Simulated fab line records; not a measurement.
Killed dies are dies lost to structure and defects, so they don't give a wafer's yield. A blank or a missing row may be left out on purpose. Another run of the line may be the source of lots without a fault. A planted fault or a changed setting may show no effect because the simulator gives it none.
Comparing a struck lot with a sound one    flow n5_finfet    13 out of 1938 route steps
Sound: the wafers L930.2, L930.3, L930.6. Wafers struck: L926.1, L926.3, L926.6. The cause is given at the end.
Per side, at each step with rows, come the tool, then ch with its chambers, and then its first start. Under that, the readings that differ: sound wafers    struck wafers    difference of the means    sigmas: that difference in standard deviations of wafers without a fault.
alike: a reading whose means differ by less than 2 such deviations, as well as words and numbers matching on both sides. not compared: withheld readings; readings where some wafer has no value; bounds like >300 that might hide an equal value; numbers whose values overlap and for which the record gives no deviation.
Wherever a step has rows on one side only, a row that says differs or no value, or a row with sigmas, the two part there. Numbers that have no deviation but don't overlap get no sigmas and don't part them. A reading that every wafer of one side lacks parts them only if that side has two wafers or more.

first, 9 steps without rows for these wafers: N5_BEOL_M2_DEVELOP_27 (develop time 30 s); N5_BEOL_M2_DESCUM_33 (chemistry O2, time 7 s); N5_BEOL_M2_ETCH_77 (etches underlayer in N2/H2, target depth 6.5 nm, time 5.2 s); N5_BEOL_M2_ETCH_69 (etches SiARC in CF4, target depth 15.6 nm, time 26 s); N5_BEOL_M2_ALD_98 (deposits SiO2, target thk 2.5 nm, pulse time 1 s, co reactant pulse time 1 s); N5_BEOL_M2_ETCHBACK_99 (etches SiO2 in CHF3, target depth 5 nm, time 10.4 s); N5_BEOL_M2_ETCH_70 (etches SOC in N2/H2, target depth 80 nm, overetch 24 nm, time 130 s); N5_BEOL_M2_STRIP_71 (strips in N2/H2); N5_BEOL_M2_STRIP_78 (strips in N2/H2).
N5_BEOL_M2_VIA_ETCH_34: etches the open film in C4F6/O2, target depth 69.4 nm, time 65.9 s.
  sound on rie_diel-02 ch 1,2,3, day 11 20:46; struck on rie_diel-02 ch 1,3, day 11 05:32
  no value came back on the struck wafers for any of 8 readings (C4F6_flow_sccm (sccm), O2_flow_sccm (sccm) and others); on the sound wafers C4F6_flow_sccm (sccm) reads 9.999 10.023 9.980
reading                                     sound           struck          difference  sigmas
model.SOC_of_BEOL_M2_COAT_67.thk_nm (nm)    51.6 51.8 51.8  60.2 60.2 60.2  +8.5        
model.SiARC_of_BEOL_M2_COAT_68.thk_nm (nm)  0 0 0           6 5.8 5.8       +6          
  not compared: rf_hours_counter_h
then, 1 step without rows for these wafers: N5_BEOL_M2_STRIP_83 (strips in C4F6/O2).
N5_BEOL_M4_RC_MEAS_101:
  the record has rows for the sound wafers here (prober-02 ch 0, day 13 01:44) and none for the struck ones
-- record jumps: 5 days separate the struck wafers' starts on either side; left off in module BEOL_M4, taken up again in module PASSIVATION, whose first shown step is the route's number 1936 --
N5_PASSIVATION_PROBE_49:
  struck on prober-02, day 16 13:56; sound on prober-02, day 17 06:45
reading                   sound           struck          difference  sigmas
defect_limited_yield (%)  92.3 94.1 93.0  0 0 0           -93         -58
killed_at_M0_to_M3        16 17 20        1107 1097 1115  +1089       +99
killed_dies               91 70 83        1180 1180 1180  +1099       +58
killed_on_rim             13 6 10         152 152 152     +142        +35
sort_bin_5_function (%)   4.0 3.1 5.1     96.1 96.9 96.8  +92.5       +93
sort_n_pass               1089 1110 1097  0 0 0           -1099       -58
sort_yield_pct (%)        92.3 94.1 93.0  0 0 0           -93         -58
  alike: killed_at_M4_up, killed_at_contacts, killed_at_front_end, killed_at_other, killed_open, killed_short, sort_bin_6_memory

== WHERE THEY PART ==
First at N5_BEOL_M2_VIA_ETCH_34; last, within this record, at N5_PASSIVATION_PROBE_49.

WHY: what the simulator had put in
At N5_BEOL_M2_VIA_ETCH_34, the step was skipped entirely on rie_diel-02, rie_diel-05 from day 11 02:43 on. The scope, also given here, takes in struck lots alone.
